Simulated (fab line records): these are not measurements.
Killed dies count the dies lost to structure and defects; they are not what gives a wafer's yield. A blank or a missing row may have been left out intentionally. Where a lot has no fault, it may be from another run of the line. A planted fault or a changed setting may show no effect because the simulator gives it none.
fab line records / flow n5_finfet
record lots=4 wafers=12 last_day=16
route steps=1938 shown BEOL_M0@739 BEOL_M1@751 BEOL_M4@1111 PASSIVATION@1936
lots untouched by any fault: they come from a run of this same line in which no faults occurred
start_h: the number of hours between the record's first day and the start of the first shown wafer of the lot / wait_h: hours elapsed since this lot's preceding step / " as in the row above / L1.1+2: a single row standing in for several wafers / - no value, or no start was given / * or withheld: withheld / < > ~ a bound
route shown NAME@n: a module of which the file shows steps, and the number in the route of the first / usual: mean/standard deviation taken from wafers without a fault / same: alike in all rows / chamber/n: place in a boat / sites: per-site readings / _std_site: standard deviation of those values / _edge_site: inner sites' mean taken away from outer sites' mean / radius_mm: how far each site lies from the wafer's centre / mask NAME#n: copy n / behind: the tool/chamber that last shaped the wafer / hold: what put the lot on hold/how long, in hours/how the hold closed / device: names the non-switching transistor (n, p or np) / end of line: the same wafers' tests at the end of the route / step lacking rows: just its recipe / killed: dies lost to structure and defects at the first sort, not the wafer's yield / map: per-die view of a wafer (x killed, . not killed, _ where there is no die)
set.NAME: the setting as run; set.NAME@STEP: as run at that earlier step / model.NAME: the simulator's own value behind a step, which no gauge read
lots seen at some steps along the route; tables by step, rows by wafer
services: a tool's chamber out of use, with start hour (start_h, from the record's first day; less than 0 if before it), hours out, and reason
## steps
# step N5_BEOL_M0_ANNEAL_135
# recipe temp_c=400 time_s=60 ambient=vacuum
# step N5_BEOL_M0_SPUTTER_141
# recipe material=Cu target_thk_a=40 temp_c=-20 chamber_pressure_pa=0.07 power_w=withheld time_s=7.37
# step N5_BEOL_M0_ECD_118
# recipe material=Cu target_thk_a=3000
# step N5_BEOL_M0_ANNEAL_119
# recipe temp_c=225 time_s=90 ambient=N2
# step N5_BEOL_M0_CMP_120
# recipe stop_on=SiOC t_overpolish_s=6.9 down_force_psi=1 platen_rpm=50 clearing_platen_down_force_psi=1.5 clearing_platen_rpm=50 post_cmp_clean=cu_alkaline clearing_platen_pad_velocity_m_s=0.99484 pad_velocity_m_s=0.99484
# step N5_BEOL_M0_PRE_CLEAN_131
# recipe gas=NH3/H2 time_s=15 temp_c=* rf_power_w=300
# step N5_BEOL_M0_CO_CAP_123
# recipe material=Co target_thk_a=20 temp_c=200 precursor=CCTBA/H2 pressure_torr=30 time_s=102.1
# step N5_BEOL_M0_PRE_CLEAN_124
# recipe gas=NH3 time_s=15 temp_c=withheld rf_power_w=300
# step N5_BEOL_M0_DEP_125
# recipe material=SiCN target_thk_a=80 temp_c=withheld precursor=3MS/NH3 pressure_torr=3 rf_w=202 time_s=14
# step N5_BEOL_M1_ILD_DEP_00
# recipe material=SiOC target_thk_a=790 temp_c=350 precursor=DEMS/O2 pressure_torr=5 rf_w=500 time_s=15.3
# usual heater_power_w=473/54 showerhead_plenum_p_Torr=5.693/0.016 throttle_valve_pct=11.6/0.7
lot.wafer=L655.2 tool=pecvd-04 chamber=2 start_h=123.80 wait_h=0.0 heater_power_w=427 showerhead_plenum_p_Torr=5.693 throttle_valve_pct=11.5 model.SiOC_of_BEOL_M1_ILD_DEP_00.thk_nm=78.2
lot.wafer=L655.4 tool=pecvd-04 chamber=1 start_h=123.80 wait_h=0.0 heater_power_w=460 showerhead_plenum_p_Torr=5.713 throttle_valve_pct=12.7 model.SiOC_of_BEOL_M1_ILD_DEP_00.thk_nm=80
lot.wafer=L655.6 tool=pecvd-04 chamber=2 start_h=123.80 wait_h=0.0 heater_power_w=437 showerhead_plenum_p_Torr=5.717 throttle_valve_pct=11.5 model.SiOC_of_BEOL_M1_ILD_DEP_00.thk_nm=80.8
lot.wafer=L668.1 tool=pecvd-03 chamber=2 start_h=212.19 wait_h=0.0 heater_power_w=383 showerhead_plenum_p_Torr=5.687 throttle_valve_pct=11.5 model.SiOC_of_BEOL_M1_ILD_DEP_00.thk_nm=76.4
lot.wafer=L668.3 tool=pecvd-03 chamber=0 start_h=212.19 wait_h=0.0 heater_power_w=571 showerhead_plenum_p_Torr=5.728 throttle_valve_pct=12.8 model.SiOC_of_BEOL_M1_ILD_DEP_00.thk_nm=78
lot.wafer=L668.4 tool=pecvd-03 chamber=0 start_h=212.19 wait_h=0.0 heater_power_w=554 showerhead_plenum_p_Torr=5.709 throttle_valve_pct=13.1 model.SiOC_of_BEOL_M1_ILD_DEP_00.thk_nm=78.2
lot.wafer=L669.1 tool=pecvd-04 chamber=1 start_h=217.87 wait_h=0.0 heater_power_w=415 showerhead_plenum_p_Torr=5.703 throttle_valve_pct=12.4 model.SiOC_of_BEOL_M1_ILD_DEP_00.thk_nm=79
lot.wafer=L669.2 tool=pecvd-04 chamber=0 start_h=217.87 wait_h=0.0 heater_power_w=532 showerhead_plenum_p_Torr=5.718 throttle_valve_pct=11.3 model.SiOC_of_BEOL_M1_ILD_DEP_00.thk_nm=120
lot.wafer=L669.3 tool=pecvd-04 chamber=1 start_h=217.87 wait_h=0.0 heater_power_w=433 showerhead_plenum_p_Torr=5.702 throttle_valve_pct=12.3 model.SiOC_of_BEOL_M1_ILD_DEP_00.thk_nm=80.4
lot.wafer=L671.2 tool=pecvd-04 chamber=0 start_h=225.48 wait_h=0.0 heater_power_w=441 showerhead_plenum_p_Torr=5.686 throttle_valve_pct=11.3 model.SiOC_of_BEOL_M1_ILD_DEP_00.thk_nm=120.6
lot.wafer=L671.4 tool=pecvd-04 chamber=0 start_h=225.48 wait_h=0.0 heater_power_w=435 showerhead_plenum_p_Torr=5.699 throttle_valve_pct=11.4 model.SiOC_of_BEOL_M1_ILD_DEP_00.thk_nm=123.2
lot.wafer=L671.6 tool=pecvd-04 chamber=1 start_h=225.48 wait_h=0.0 heater_power_w=497 showerhead_plenum_p_Torr=5.702 throttle_valve_pct=12.6 model.SiOC_of_BEOL_M1_ILD_DEP_00.thk_nm=81
# step N5_BEOL_M1_THK_MEAS_01
# recipe reads=SiOC_of_BEOL_M1_ILD_DEP_00
# usual M1_ILD_THK=79.4/1.2
lot.wafer=L655.2 tool=film_metro-02 chamber=- start_h=123.86 wait_h=0.1 M1_ILD_THK[nm]=78.2
lot.wafer=L655.4 tool=film_metro-02 chamber=- start_h=123.86 wait_h=0.1 M1_ILD_THK[nm]=80.0
lot.wafer=L655.6 tool=film_metro-02 chamber=- start_h=123.86 wait_h=0.1 M1_ILD_THK[nm]=80.7
lot.wafer=L668.1 tool=film_metro-01 chamber=- start_h=212.25 wait_h=0.0 M1_ILD_THK[nm]=76.4
lot.wafer=L668.3 tool=film_metro-01 chamber=- start_h=212.25 wait_h=0.0 M1_ILD_THK[nm]=78.2
lot.wafer=L668.4 tool=film_metro-01 chamber=- start_h=212.25 wait_h=0.0 M1_ILD_THK[nm]=78.3
lot.wafer=L669.1 tool=film_metro-02 chamber=- start_h=217.95 wait_h=0.1 M1_ILD_THK[nm]=79.0
lot.wafer=L669.2 tool=film_metro-02 chamber=- start_h=217.95 wait_h=0.1 M1_ILD_THK[nm]=120.0
lot.wafer=L669.3 tool=film_metro-02 chamber=- start_h=217.95 wait_h=0.1 M1_ILD_THK[nm]=80.3
lot.wafer=L671.2 tool=film_metro-01 chamber=- start_h=225.56 wait_h=0.1 M1_ILD_THK[nm]=120.7
lot.wafer=L671.4 tool=film_metro-01 chamber=- start_h=225.56 wait_h=0.1 M1_ILD_THK[nm]=123.2
lot.wafer=L671.6 tool=film_metro-01 chamber=- start_h=225.56 wait_h=0.1 M1_ILD_THK[nm]=80.9
# step N5_BEOL_M1_PECVD_72
# recipe material=SiO2 target_thk_a=160 temp_c=400 precursor=TEOS/O2 pressure_torr=5.5 rf_w=450 teos_flow_sccm=53.8 gas=O2 flow_sccm=3000 time_s=18
# step N5_BEOL_M1_HM_DEP_02
# recipe material=TiN target_thk_a=200 temp_c=25 chamber_pressure_pa=0.49996
# step N5_BEOL_M1_COAT_61
# recipe resist=SOC temp_c=250 time_s=60 spin_rpm=1500 resist_thk_nm=60
# step N5_BEOL_M1_COAT_62
# recipe resist=SiARC temp_c=220 time_s=60 spin_rpm=1500 resist_thk_nm=12
# step N5_BEOL_M1_COAT_73
# recipe resist=underlayer temp_c=205 time_s=60 spin_rpm=1500 resist_thk_nm=5
# step N5_BEOL_M1_COAT_05
# recipe resist=CAR-EUV spin_rpm=1500 resist_thk_nm=30
# step N5_BEOL_M1_EBR_07
# recipe solvent=PGMEA ebr_width_mm=1.5
# step N5_BEOL_M1_SOFTBAKE_06
# recipe temp_c=110 time_s=60 resist=CAR-EUV
# step N5_BEOL_M1_EXPOSE_08
# recipe mask_id=M1 na=0.33 source_shape=dipole sigma_inner=0.369 sigma_outer=0.767 polarization=unpolarized dose_mj=33
# step N5_BEOL_M1_PEB_09
# recipe peb_temp_c=100 peb_time_s=60 resist=CAR-EUV
# step N5_BEOL_M1_DEVELOP_10
# recipe develop_time_s=30 developer=TMAH resist=CAR-EUV rinse_liquid=surfactant_rinse dry=air_spin dev_temp_c=23
# step N5_BEOL_M1_DESCUM_16
# recipe chemistry=O2 time_s=7 source_power_w=50 bias_power_w=20 pressure_mtorr=20 rf_frequency_hz=2.712e+07 temp_c=40 resist=CAR-EUV o2_flow_sccm=225
# step N5_BEOL_M1_ETCH_74
# recipe chemistry=N2/H2 target=underlayer target_depth_a=65 mask_material=CAR-EUV time_s=5.2 ion_energy_ev=200 pressure_mtorr=30 source_w=840 bias_w=150 n2_flow_sccm=200 h2_flow_sccm=200 ends=cleared
# step N5_BEOL_M1_ETCH_63
# recipe chemistry=CF4 target=SiARC target_depth_a=156 mask_material=CAR-EUV time_s=26 ion_energy_ev=80 pressure_mtorr=40 source_w=545 bias_w=36 Ar_flow_sccm=100 cf4_flow_sccm=100 ends=cleared
# step N5_BEOL_M1_ETCH_64
# recipe chemistry=N2/H2 target=SOC target_depth_a=750 overetch_a=150 mask_material=SiARC temp_c=40 time_s=112.5 ion_energy_ev=200 pressure_mtorr=30 source_w=840 bias_w=150 n2_flow_sccm=200 h2_flow_sccm=200
# step N5_BEOL_M1_STRIP_65
# recipe chemistry=N2/H2 temp_c=40 n2_flow_sccm=200 h2_flow_sccm=200 rf_frequency_hz=6e+07
# step N5_BEOL_M1_STRIP_75
# recipe chemistry=N2/H2 temp_c=40 n2_flow_sccm=200 h2_flow_sccm=200 rf_frequency_hz=6e+07
# step N5_BEOL_M1_STRIP_66
# recipe chemistry=CF4 resist=SiARC power_w=300 bias_power_w=75 pressure_mtorr=50 cf4_flow_sccm=150 rf_frequency_hz=6e+07
# step N5_BEOL_M1_HM_OPEN_17
# recipe chemistry=Cl2/BCl3 target_depth_a=200 overetch_a=60 target=TiN mask_material=SOC ion_energy_ev=150 pressure_mtorr=10 icp_w=1000 bias_w=126 Cl2_flow_sccm=53.25 bcl3_flow_sccm=21.75 Ar_flow_sccm=25
# step N5_BEOL_M1_STRIP_19
# recipe chemistry=O2 power_w=400 temp_c=40 pressure_mtorr=30 rf_frequency_hz=6e+07 bias_power_w=0 overash_fraction=0.2 o2_flow_sccm=225
# step N5_BEOL_M1_COAT_67
# recipe resist=SOC temp_c=250 time_s=60 spin_rpm=1500 resist_thk_nm=60
# step N5_BEOL_M1_COAT_68
# recipe resist=SiARC temp_c=220 time_s=60 spin_rpm=1500 resist_thk_nm=12
# step N5_BEOL_M1_COAT_76
# recipe resist=underlayer temp_c=205 time_s=60 spin_rpm=1500 resist_thk_nm=5
# step N5_BEOL_M1_COAT_22
# recipe resist=CAR-EUV spin_rpm=1500 resist_thk_nm=30
# step N5_BEOL_M1_CMP_52
# recipe stop_on=SiOC t_overpolish_s=6.8 down_force_psi=1 platen_rpm=50 clearing_platen_down_force_psi=1.5 clearing_platen_rpm=50 post_cmp_clean=cu_alkaline target_thk_nm=40 clearing_platen_pad_velocity_m_s=0.99484 pad_velocity_m_s=0.99484
# usual edge_zone_pressure_frac=1.000/0.0053 motor_current_A=6.0/0.5
lot.wafer=L655.4 tool=cmp-02 chamber=0 start_h=135.22 wait_h=0.1 edge_zone_pressure_frac=1.007 motor_current_A=6.4 model.SiOC_of_BEOL_M1_ILD_DEP_00.thk_nm=79 model.Cu_of_BEOL_M1_ECD_50.thk_nm=41.8
lot.wafer=L655.2 tool=cmp-02 chamber=1 start_h=135.22 wait_h=0.1 edge_zone_pressure_frac=0.998 motor_current_A=5.6 model.SiOC_of_BEOL_M1_ILD_DEP_00.thk_nm=77.2 model.Cu_of_BEOL_M1_ECD_50.thk_nm=37
lot.wafer=L655.6 tool=cmp-02 chamber=0 start_h=135.22 wait_h=0.1 edge_zone_pressure_frac=1.002 motor_current_A=6.7 model.SiOC_of_BEOL_M1_ILD_DEP_00.thk_nm=79.8 model.Cu_of_BEOL_M1_ECD_50.thk_nm=42.2
lot.wafer=L668.3 tool=cmp-01 chamber=1 start_h=221.77 wait_h=0.2 edge_zone_pressure_frac=1.002 motor_current_A=5.5 model.SiOC_of_BEOL_M1_ILD_DEP_00.thk_nm=77 model.Cu_of_BEOL_M1_ECD_50.thk_nm=37.2
lot.wafer=L668.1 tool=cmp-01 chamber=2 start_h=221.77 wait_h=0.2 edge_zone_pressure_frac=1.000 motor_current_A=6.5 model.SiOC_of_BEOL_M1_ILD_DEP_00.thk_nm=75.4 model.Cu_of_BEOL_M1_ECD_50.thk_nm=35.8
lot.wafer=L668.4 tool=cmp-01 chamber=3 start_h=221.77 wait_h=0.2 edge_zone_pressure_frac=0.994 motor_current_A=6.0 model.SiOC_of_BEOL_M1_ILD_DEP_00.thk_nm=77.2 model.Cu_of_BEOL_M1_ECD_50.thk_nm=38.2
lot.wafer=L669.2 tool=cmp-03 chamber=0 start_h=225.40 wait_h=0.2 edge_zone_pressure_frac=0.998 motor_current_A=6.1 model.SiOC_of_BEOL_M1_ILD_DEP_00.thk_nm=119 model.Cu_of_BEOL_M1_ECD_50.thk_nm=82.6
lot.wafer=L669.1 tool=cmp-03 chamber=1 start_h=225.40 wait_h=0.2 edge_zone_pressure_frac=0.998 motor_current_A=6.2 model.SiOC_of_BEOL_M1_ILD_DEP_00.thk_nm=78 model.Cu_of_BEOL_M1_ECD_50.thk_nm=39.4
lot.wafer=L669.3 tool=cmp-03 chamber=3 start_h=225.40 wait_h=0.2 edge_zone_pressure_frac=1.000 motor_current_A=7.4 model.SiOC_of_BEOL_M1_ILD_DEP_00.thk_nm=79.4 model.Cu_of_BEOL_M1_ECD_50.thk_nm=42.2
lot.wafer=L671.4 tool=cmp-03 chamber=1 start_h=235.78 wait_h=0.1 edge_zone_pressure_frac=0.995 motor_current_A=6.5 model.SiOC_of_BEOL_M1_ILD_DEP_00.thk_nm=122.2 model.Cu_of_BEOL_M1_ECD_50.thk_nm=83.8
lot.wafer=L671.2 tool=cmp-03 chamber=2 start_h=235.78 wait_h=0.1 edge_zone_pressure_frac=1.001 motor_current_A=6.0 model.SiOC_of_BEOL_M1_ILD_DEP_00.thk_nm=119.6 model.Cu_of_BEOL_M1_ECD_50.thk_nm=81.4
lot.wafer=L671.6 tool=cmp-03 chamber=1 start_h=235.78 wait_h=0.1 edge_zone_pressure_frac=0.999 motor_current_A=6.7 model.SiOC_of_BEOL_M1_ILD_DEP_00.thk_nm=80 model.Cu_of_BEOL_M1_ECD_50.thk_nm=42
# step N5_BEOL_M4_RC_MEAS_101
# usual DIBL_N=35.9/1.8 DIBL_P=36.2/2 IOFF_N=0.16/0.031 IOFF_P=0.22/0.041 ION_N=676/11 ION_P=465/8.5 SS_N=71.4/0.64 SS_P=73.2/0.7 VT_N=250/3.5 VT_P=-250/3.9
lot.wafer=L655.2 tool=prober-02 chamber=0 start_h=172.51 wait_h=0.2 DIBL_N[mV/V]=35.8 DIBL_P[mV/V]=37.0 IOFF_N[nA/um]=0.15 IOFF_P[nA/um]=0.20 ION_N[uA/um]=674 ION_P[uA/um]=457 SS_N[mV/dec]=71.0 SS_P[mV/dec]=73.6 VT_N[mV]=250 VT_P[mV]=-251
lot.wafer=L655.4 tool=prober-02 chamber=0 start_h=172.51 wait_h=0.2 DIBL_N[mV/V]=35.8 DIBL_P[mV/V]=37.4 IOFF_N[nA/um]=0.16 IOFF_P[nA/um]=0.22 ION_N[uA/um]=690 ION_P[uA/um]=477 SS_N[mV/dec]=71.3 SS_P[mV/dec]=72.8 VT_N[mV]=251 VT_P[mV]=-252
lot.wafer=L655.6 tool=prober-02 chamber=0 start_h=172.51 wait_h=0.2 DIBL_N[mV/V]=37.2 DIBL_P[mV/V]=39.3 IOFF_N[nA/um]=0.17 IOFF_P[nA/um]=0.23 ION_N[uA/um]=669 ION_P[uA/um]=463 SS_N[mV/dec]=72.1 SS_P[mV/dec]=73.7 VT_N[mV]=250 VT_P[mV]=-249
lot.wafer=L668.1 tool=prober-01 chamber=0 start_h=257.21 wait_h=0.0 DIBL_N[mV/V]=36.1 DIBL_P[mV/V]=36.0 IOFF_N[nA/um]=0.19 IOFF_P[nA/um]=0.23 ION_N[uA/um]=679 ION_P[uA/um]=468 SS_N[mV/dec]=71.4 SS_P[mV/dec]=73.5 VT_N[mV]=246 VT_P[mV]=-247
lot.wafer=L668.3 tool=prober-01 chamber=0 start_h=257.21 wait_h=0.0 DIBL_N[mV/V]=34.1 DIBL_P[mV/V]=33.3 IOFF_N[nA/um]=0.14 IOFF_P[nA/um]=0.19 ION_N[uA/um]=678 ION_P[uA/um]=468 SS_N[mV/dec]=71.0 SS_P[mV/dec]=72.1 VT_N[mV]=251 VT_P[mV]=-250
lot.wafer=L668.4 tool=prober-01 chamber=0 start_h=257.21 wait_h=0.0 DIBL_N[mV/V]=34.7 DIBL_P[mV/V]=35.0 IOFF_N[nA/um]=0.16 IOFF_P[nA/um]=0.23 ION_N[uA/um]=666 ION_P[uA/um]=464 SS_N[mV/dec]=70.6 SS_P[mV/dec]=72.8 VT_N[mV]=248 VT_P[mV]=-248
lot.wafer=L669.1 tool=prober-01 chamber=0 start_h=259.86 wait_h=0.0 DIBL_N[mV/V]=33.9 DIBL_P[mV/V]=34.3 IOFF_N[nA/um]=0.12 IOFF_P[nA/um]=0.15 ION_N[uA/um]=662 ION_P[uA/um]=447 SS_N[mV/dec]=71.9 SS_P[mV/dec]=72.3 VT_N[mV]=254 VT_P[mV]=-257
lot.wafer=L669.3 tool=prober-01 chamber=0 start_h=259.86 wait_h=0.0 DIBL_N[mV/V]=35.2 DIBL_P[mV/V]=35.5 IOFF_N[nA/um]=0.13 IOFF_P[nA/um]=0.17 ION_N[uA/um]=668 ION_P[uA/um]=456 SS_N[mV/dec]=70.8 SS_P[mV/dec]=72.6 VT_N[mV]=252 VT_P[mV]=-255
lot.wafer=L671.6 tool=prober-01 chamber=0 start_h=270.63 wait_h=0.8 DIBL_N[mV/V]=35.2 DIBL_P[mV/V]=35.2 IOFF_N[nA/um]=0.16 IOFF_P[nA/um]=0.18 ION_N[uA/um]=674 ION_P[uA/um]=457 SS_N[mV/dec]=71.1 SS_P[mV/dec]=73.5 VT_N[mV]=247 VT_P[mV]=-254
# step N5_PASSIVATION_PROBE_49
# usual defect_limited_yield=91.3/1.3 killed_at_M0_to_M3=35/9.3 killed_at_M4_up=14/5.2 killed_at_contacts=12/5.9 killed_at_front_end=38/11 killed_at_other=4/3.7 killed_dies=103/15 killed_on_rim=14/4 killed_open=67/12 killed_short=34/8 sort_bin_5_function=5.1/0.88 sort_bin_6_memory=3.3/0.65 sort_n_pass=1077/15 sort_yield_pct=91.3/1.3
# same gross_dies=1180 killed_at_back_side=0 sort_bin_4_leakage[%]=0 sort_bin_8_speed[%]=0
lot.wafer=L669.1 tool=prober-02 chamber=- start_h=380.90 wait_h=0.3 defect_limited_yield[%]=90.6 killed_at_M0_to_M3=43 killed_at_M4_up=19 killed_at_contacts=7 killed_at_front_end=40 killed_at_other=2 killed_dies=111 killed_on_rim=11 killed_open=72 killed_short=36 sort_bin_5_function[%]=5.8 sort_bin_6_memory[%]=3.4 sort_n_pass=1069 sort_yield_pct[%]=90.6
lot.wafer=L669.2 tool=prober-02 chamber=- start_h=380.95 wait_h=0.4 defect_limited_yield[%]=0 killed_at_M0_to_M3=1124 killed_at_M4_up=11 killed_at_contacts=8 killed_at_front_end=35 killed_at_other=2 killed_dies=1180 killed_on_rim=152 killed_open=60 killed_short=28 sort_bin_5_function[%]=96.6 sort_bin_6_memory[%]=3.2 sort_n_pass=0 sort_yield_pct[%]=0
lot.wafer=L671.2 tool=prober-01 chamber=- start_h=384.59 wait_h=0.1 defect_limited_yield[%]=0 killed_at_M0_to_M3=1125 killed_at_M4_up=15 killed_at_contacts=10 killed_at_front_end=27 killed_at_other=3 killed_dies=1180 killed_on_rim=152 killed_open=61 killed_short=32 sort_bin_5_function[%]=96.5 sort_bin_6_memory[%]=3.1 sort_n_pass=0 sort_yield_pct[%]=0
lot.wafer=L671.4 tool=prober-01 chamber=- start_h=384.69 wait_h=0.2 defect_limited_yield[%]=0 killed_at_M0_to_M3=1107 killed_at_M4_up=16 killed_at_contacts=18 killed_at_front_end=38 killed_at_other=1 killed_dies=1180 killed_on_rim=152 killed_open=77 killed_short=29 sort_bin_5_function[%]=95.6 sort_bin_6_memory[%]=4.0 sort_n_pass=0 sort_yield_pct[%]=0
# killed by level:class
L669.1 STI_FIN_REVEAL:geometric_particle:open=11 BEOL_M3:geometric_particle:open=9 DUMMY_GATE:geometric_particle:open=8 BEOL_M2:geometric_particle:open=8 BEOL_M0_SAQP:geometric_particle:short=7 BEOL_M1:geometric_particle:open=7 FIN_SAQP:geometric_particle:open=6 BEOL_M4:geometric_particle:short=6
L669.2 BEOL_M1:area_etch=1091 BEOL_M3:geometric_particle:open=10 STI_FIN_REVEAL:geometric_particle:open=7 MOL_CONTACT_COAG:geometric_particle:open=6 BEOL_M1:geometric_particle:open=6 DUMMY_GATE:geometric_particle:open=5 BEOL_M2:geometric_particle:open=5 FIN_SAQP:geometric_particle:short=4
L671.2 BEOL_M1:area_etch=1087 BEOL_M1:geometric_particle:open=10 BEOL_M0_SAQP:geometric_particle:short=8 MOL_CONTACT_COAG:geometric_particle:open=7 BEOL_M2:geometric_particle:open=5 BEOL_M4:geometric_particle:open=5 STARTING-WAFER:geometric_particle:open=5 FIN_SAQP:geometric_particle:short=4
L671.4 BEOL_M1:area_etch=1074 MOL_CONTACT_COAG:geometric_particle:open=14 STI_FIN_REVEAL:geometric_particle:open=10 BEOL_M7:geometric_particle:open=7 BEOL_M1:geometric_particle:open=6 STARTING-WAFER:geometric_particle:open=6 FIN_SAQP:geometric_particle:short=5 BEOL_M0_SAQP:geometric_particle:open=5
# map L669.2 (x killed, . not)
_________________xxxxxxxxxxxx________________
______________xxxxxxxxxxxxxxxxxx_____________
___________xxxxxxxxxxxxxxxxxxxxxxxx__________
__________xxxxxxxxxxxxxxxxxxxxxxxxxx_________
________xxxxxxxxxxxxxxxxxxxxxxxxxxxxxx_______
_______xxxxxxxxxxxxxxxxxxxxxxxxxxxxxxxx______
______xxxxxxxxxxxxxxxxxxxxxxxxxxxxxxxxxx_____
_____xxxxxxxxxxxxxxxxxxxxxxxxxxxxxxxxxxxx____
____xxxxxxxxxxxxxxxxxxxxxxxxxxxxxxxxxxxxxx___
___xxxxxxxxxxxxxxxxxxxxxxxxxxxxxxxxxxxxxxxx__
___xxxxxxxxxxxxxxxxxxxxxxxxxxxxxxxxxxxxxxxx__
__xxxxxxxxxxxxxxxxxxxxxxxxxxxxxxxxxxxxxxxxxx_
__xxxxxxxxxxxxxxxxxxxxxxxxxxxxxxxxxxxxxxxxxx_
_xxxxxxxxxxxxxxxxxxxxxxxxxxxxxxxxxxxxxxxxxxxx
_xxxxxxxxxxxxxxxxxxxxxxxxxxxxxxxxxxxxxxxxxxxx
_xxxxxxxxxxxxxxxxxxxxxxxxxxxxxxxxxxxxxxxxxxxx
_xxxxxxxxxxxxxxxxxxxxxxxxxxxxxxxxxxxxxxxxxxxx
_xxxxxxxxxxxxxxxxxxxxxxxxxxxxxxxxxxxxxxxxxxxx
_xxxxxxxxxxxxxxxxxxxxxxxxxxxxxxxxxxxxxxxxxxxx
_xxxxxxxxxxxxxxxxxxxxxxxxxxxxxxxxxxxxxxxxxxxx
_xxxxxxxxxxxxxxxxxxxxxxxxxxxxxxxxxxxxxxxxxxxx
__xxxxxxxxxxxxxxxxxxxxxxxxxxxxxxxxxxxxxxxxxx_
__xxxxxxxxxxxxxxxxxxxxxxxxxxxxxxxxxxxxxxxxxx_
___xxxxxxxxxxxxxxxxxxxxxxxxxxxxxxxxxxxxxxxx__
___xxxxxxxxxxxxxxxxxxxxxxxxxxxxxxxxxxxxxxxx__
____xxxxxxxxxxxxxxxxxxxxxxxxxxxxxxxxxxxxxx___
_____xxxxxxxxxxxxxxxxxxxxxxxxxxxxxxxxxxxx____
______xxxxxxxxxxxxxxxxxxxxxxxxxxxxxxxxxx_____
_______xxxxxxxxxxxxxxxxxxxxxxxxxxxxxxxx______
________xxxxxxxxxxxxxxxxxxxxxxxxxxxxxx_______
__________xxxxxxxxxxxxxxxxxxxxxxxxxx_________
___________xxxxxxxxxxxxxxxxxxxxxxxx__________
______________xxxxxxxxxxxxxxxxxx_____________
_________________xxxxxxxxxxxx________________
# map L671.2 (x killed, . not)
_________________xxxxxxxxxxxx________________
______________xxxxxxxxxxxxxxxxxx_____________
___________xxxxxxxxxxxxxxxxxxxxxxxx__________
__________xxxxxxxxxxxxxxxxxxxxxxxxxx_________
________xxxxxxxxxxxxxxxxxxxxxxxxxxxxxx_______
_______xxxxxxxxxxxxxxxxxxxxxxxxxxxxxxxx______
______xxxxxxxxxxxxxxxxxxxxxxxxxxxxxxxxxx_____
_____xxxxxxxxxxxxxxxxxxxxxxxxxxxxxxxxxxxx____
____xxxxxxxxxxxxxxxxxxxxxxxxxxxxxxxxxxxxxx___
___xxxxxxxxxxxxxxxxxxxxxxxxxxxxxxxxxxxxxxxx__
___xxxxxxxxxxxxxxxxxxxxxxxxxxxxxxxxxxxxxxxx__
__xxxxxxxxxxxxxxxxxxxxxxxxxxxxxxxxxxxxxxxxxx_
__xxxxxxxxxxxxxxxxxxxxxxxxxxxxxxxxxxxxxxxxxx_
_xxxxxxxxxxxxxxxxxxxxxxxxxxxxxxxxxxxxxxxxxxxx
_xxxxxxxxxxxxxxxxxxxxxxxxxxxxxxxxxxxxxxxxxxxx
_xxxxxxxxxxxxxxxxxxxxxxxxxxxxxxxxxxxxxxxxxxxx
_xxxxxxxxxxxxxxxxxxxxxxxxxxxxxxxxxxxxxxxxxxxx
_xxxxxxxxxxxxxxxxxxxxxxxxxxxxxxxxxxxxxxxxxxxx
_xxxxxxxxxxxxxxxxxxxxxxxxxxxxxxxxxxxxxxxxxxxx
_xxxxxxxxxxxxxxxxxxxxxxxxxxxxxxxxxxxxxxxxxxxx
_xxxxxxxxxxxxxxxxxxxxxxxxxxxxxxxxxxxxxxxxxxxx
__xxxxxxxxxxxxxxxxxxxxxxxxxxxxxxxxxxxxxxxxxx_
__xxxxxxxxxxxxxxxxxxxxxxxxxxxxxxxxxxxxxxxxxx_
___xxxxxxxxxxxxxxxxxxxxxxxxxxxxxxxxxxxxxxxx__
___xxxxxxxxxxxxxxxxxxxxxxxxxxxxxxxxxxxxxxxx__
____xxxxxxxxxxxxxxxxxxxxxxxxxxxxxxxxxxxxxx___
_____xxxxxxxxxxxxxxxxxxxxxxxxxxxxxxxxxxxx____
______xxxxxxxxxxxxxxxxxxxxxxxxxxxxxxxxxx_____
_______xxxxxxxxxxxxxxxxxxxxxxxxxxxxxxxx______
________xxxxxxxxxxxxxxxxxxxxxxxxxxxxxx_______
__________xxxxxxxxxxxxxxxxxxxxxxxxxx_________
___________xxxxxxxxxxxxxxxxxxxxxxxx__________
______________xxxxxxxxxxxxxxxxxx_____________
_________________xxxxxxxxxxxx________________
## services
tool=cmp-02 chamber=- start_h=122.65 hours=1.1 kind=repair
tool=pecvd-04 chamber=1 start_h=127.87 hours=2.1 kind=scheduled_down
tool=cmp-02 chamber=- start_h=141.44 hours=0.3 kind=repair
tool=cmp-01 chamber=- start_h=145.89 hours=1.5 kind=repair
tool=pecvd-04 chamber=0 start_h=150.36 hours=2.1 kind=scheduled_down
tool=pecvd-03 chamber=- start_h=153.80 hours=47.8 kind=repair
tool=pecvd-04 chamber=1 start_h=177.27 hours=5.5 kind=scheduled_down
tool=pecvd-04 chamber=- start_h=180.72 hours=0.2 kind=repair
tool=cmp-01 chamber=- start_h=189.89 hours=0.5 kind=repair
tool=cmp-01 chamber=- start_h=193.71 hours=0.6 kind=repair
tool=pecvd-04 chamber=2 start_h=194.24 hours=5.5 kind=scheduled_down
tool=cmp-03 chamber=- start_h=198.46 hours=2.4 kind=repair
tool=pecvd-04 chamber=2 start_h=205.86 hours=5.5 kind=scheduled_down
tool=cmp-01 chamber=- start_h=207.65 hours=1.6 kind=repair
tool=cmp-02 chamber=- start_h=210.90 hours=4.0 kind=pm
tool=cmp-02 chamber=- start_h=214.90 hours=- kind=consumable_replace:conditioner
tool=cmp-02 chamber=- start_h=214.90 hours=- kind=consumable_replace:pad
tool=pecvd-04 chamber=0 start_h=229.33 hours=- kind=calibration
tool=cmp-02 chamber=- start_h=233.10 hours=0.6 kind=repair
## key
first_sign step=N5_BEOL_M1_THK_MEAS_01 reading=M1_ILD_THK direction=up sigmas=36 usual=79.4 struck=121.3
effect step=N5_PASSIVATION_PROBE_49 reading=killed_at_M0_to_M3 direction=up sigmas=99+ usual=35 struck=1119
model_effect step=N5_BEOL_M1_ILD_DEP_00 value=SiOC_of_BEOL_M1_ILD_DEP_00.thk_nm without=79.67 struck=121.3
model_effect step=N5_BEOL_M1_CMP_52 value=SiOC_of_BEOL_M1_ILD_DEP_00.thk_nm without=78.67 struck=120.3
more_kills_born_at N5_BEOL_M1_ETCH_41@rie_diel-06=2161 N5_BEOL_M1_ETCH_41@rie_diel-04=1091
met_at N5_BEOL_M1_ILD_DEP_00
struck_wafers L669.2,L671.2,L671.4
later_rows_left_out L669.2,L671.2,L671.4
fault kind=process_parameter_drift tool=pecvd-04 chamber=0 onset_h=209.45 steps=N5_BEOL_M1_ILD_DEP_00 channel=time_s offset=* shape=step end_h=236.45 acts_in=* stated=*
# later_rows_left_out: the simulator's readings of these wafers behind a module that went badly wrong aren't trusted and aren't shown, but for the sort
